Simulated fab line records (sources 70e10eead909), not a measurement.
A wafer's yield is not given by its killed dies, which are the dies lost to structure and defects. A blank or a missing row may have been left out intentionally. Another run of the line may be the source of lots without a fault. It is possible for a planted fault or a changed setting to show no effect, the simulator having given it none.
Matching of chambers -- flow nand harc -- 3 sister chambers for NHARC_A_CONTACT_DEP_85 on pecvd-02
The step deposits SiON, target thk 60 nm. 6 wafers are shown with their chamber, then 11 later ones without.

WAFERS, EACH WITH ITS CHAMBER
wafer,chamber,showerhead vpp V (V),heater power w (W)
L083.5,0,1097,721
L085.5,2,1225,978
L088.2,0,1106,686
L088.3,1,1179,791
L088.6,2,1210,980
L090.1,1,1176,774

WAFERS WHOSE CHAMBER IS MISSING
wafer,showerhead vpp V (V),heater power w (W)
L090.2,1205,933
L090.5,1106,662
L093.1,1098,675
L093.2,1187,751
L093.4,1210,1002
L095.1,1220,858
L095.3,1099,633
L095.4,1202,885
L097.1,1195,834
L097.3,1195,735
L097.4,1203,747

WHICH CHAMBER EACH ONE RAN IN
wafer,from the rows above,in truth
L090.2,2,2
L090.5,0,0
L093.1,0,0
L093.2,1,1
L093.4,2,2
L095.1,can't be placed: 1 or 2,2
L095.3,0,0
L095.4,can't be placed: 2 or 1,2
L097.1,1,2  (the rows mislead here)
L097.3,1,1
L097.4,1,1
Correctly placed: 8 of 11. These rows do not allow placing 2 (true chamber among the candidates in 2). 1 placed wrongly.
How it was worked out, from the rows above alone: a wafer's distance from a chamber is the root of the sum, over the readings, of the square of ((its reading less the chamber's mean) divided by the reading's scatter). If the next closest chamber is less than 2 further off than the closest, the wafer can't be placed; otherwise it belongs to the closest. For every chamber, the mean is computed from those of its wafers that are shown. The scatter is the square root of a quotient: the sum, over the shown wafers, of each reading's squared deviation from its chamber's mean, divided by wafers minus chambers.
